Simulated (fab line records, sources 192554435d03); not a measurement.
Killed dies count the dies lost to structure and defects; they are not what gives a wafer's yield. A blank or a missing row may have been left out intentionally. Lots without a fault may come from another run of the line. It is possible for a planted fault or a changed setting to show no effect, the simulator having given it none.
3 desks, one fault || flow n5Finfet || numbers are kept per desk, each desk with only its own; the story behind them comes last

METROLOGY DESK
Means of the sampled wafers that have a number, per lot and without regard to the tool the lot ran on: this is what the gauges read. The brackets show how far a lot's mean lies from the usual mean; more than 4 standard deviations puts the lot out of limits, marked OUT. It has 12 readings; the 7 that lie furthest out on some lot are the ones shown.
Columns: A = cdNm at N5_BEOL_M2_CD_MEAS_28, usual 26.13 nm; B = V1_OVL at N5_BEOL_M2_OVL_MEAS_29, usual 0.1 nm; C = IOFF_P at N5_BEOL_M4_RC_MEAS_101, usual 0.20 nA/um; D = ION_P at N5_BEOL_M4_RC_MEAS_101, usual 462 uA/um; E = SS_N at N5_BEOL_M4_RC_MEAS_101, usual 71.2 mV/dec; F = SS_P at N5_BEOL_M4_RC_MEAS_101, usual 73.0 mV/dec; G = VT_P at N5_BEOL_M4_RC_MEAS_101, usual -251 mV
{"lot": "L837", "first seen here": "day 7 08:02", "A": 26.41, "B": 0.6, "C": 0.18, "D": 457, "E": 70.9, "F": 72.7, "G": -253}
{"lot": "L844", "first seen here": "day 9 03:52", "A": 25.82, "B": 0.2, "C": 0.18, "D": 462, "E": 70.8, "F": 72.5, "G": -252}
{"lot": "L852", "first seen here": "day 11 05:20", "A": 26.11, "B": -0.2, "C": 0.18, "D": 462, "E": 70.7, "F": 72.7, "G": -252}
{"lot": "L853", "first seen here": "day 11 14:38", "A": 26.08, "B": 0.6, "C": 0.17, "D": 456, "E": 70.2, "F": 73.1, "G": -254}
{"lot": "L855", "first seen here": "day 12 00:23", "A": 26.20, "B": -1.4, "C": 0.14, "D": 451, "E": 70.2, "F": 72.0, "G": -255}
{"lot": "L854", "first seen here": "day 12 00:36", "A": 26.09, "B": -0.1, "C": 0.17, "D": 457, "E": 70.4, "F": 73.2, "G": -251}
{"lot": "L858", "first seen here": "day 12 11:05", "A": 26.58, "B": 0.1, "C": 0.16, "D": 452, "E": 71.7, "F": 73.4, "G": -259}
Result from this desk: across the 7 lots, nothing is out of limits.

TOOL OWNER'S DESK, rieDiel-04
The tool's own readings at N5_BEOL_M2_ETCH_70 (etches SOC in N2/H2, target depth 80 nm, overetch 24 nm, time 130 s): means of the sampled wafers that have a number, for each lot that ran on this tool. The brackets show how far a lot's mean lies from the usual mean; more than 4 standard deviations puts the lot out of limits, marked OUT.
Columns: A = drypumpMotorCurrentA at N5_BEOL_M2_ETCH_70, usual 5.9 A; B = oesProductAu at N5_BEOL_M2_ETCH_70, usual 0.59 a.u.; C = rfVppV at N5_BEOL_M2_ETCH_70, usual 525.4 V; D = showerheadPlenumPTorr at N5_BEOL_M2_ETCH_70, usual 2.60 Torr; E = throttleValvePct at N5_BEOL_M2_ETCH_70, usual 17.7 %
{"lot": "L844", "first seen here": "day 9 08:26", "A": 6.1, "B": 0.57, "C": 525.7, "D": 2.64, "E": 17.8}
{"lot": "L852", "first seen here": "day 11 08:58", "A": 5.7, "B": 0.60, "C": 523.7, "D": 2.51, "E": 17.8}
{"lot": "L853", "first seen here": "day 11 22:49", "A": 6.0, "B": 0.66, "C": 525.0, "D": 2.60, "E": 17.6}
{"lot": "L854", "first seen here": "day 12 01:32", "A": 6.1, "B": 0.62, "C": 525.6, "D": 2.63, "E": 17.7}
Result from this desk: across the 4 lots, nothing is out of limits.

THE DEFECT DESK
For each lot, the counts of the inspections along the route, averaged over the sampled wafers that have a number. The brackets show how far a lot's mean lies from the usual mean; more than 4 standard deviations puts the lot out of limits, marked OUT.
Columns: A = rawDefectCount at N5_BEOL_M2_INSPECT_30, usual 410
{"lot": "L837", "first seen here": "day 7 08:08", "A": 549}
{"lot": "L844", "first seen here": "day 9 03:58", "A": 408}
{"lot": "L852", "first seen here": "day 11 05:25", "A": 562}
{"lot": "L853", "first seen here": "day 11 14:43", "A": 398}
{"lot": "L855", "first seen here": "day 12 00:28", "A": 316}
{"lot": "L854", "first seen here": "day 12 00:41", "A": 370}
{"lot": "L858", "first seen here": "day 12 11:12", "A": 428}
Result from this desk: across the 7 lots, nothing is out of limits.

ALL TOGETHER
From the metrology desk's view, nothing was out of limits.
The tool owner's desk saw nothing out of limits.
No out-of-limits result turned up at the defect desk.

WHAT WAS PUT IN BY THE SIMULATOR
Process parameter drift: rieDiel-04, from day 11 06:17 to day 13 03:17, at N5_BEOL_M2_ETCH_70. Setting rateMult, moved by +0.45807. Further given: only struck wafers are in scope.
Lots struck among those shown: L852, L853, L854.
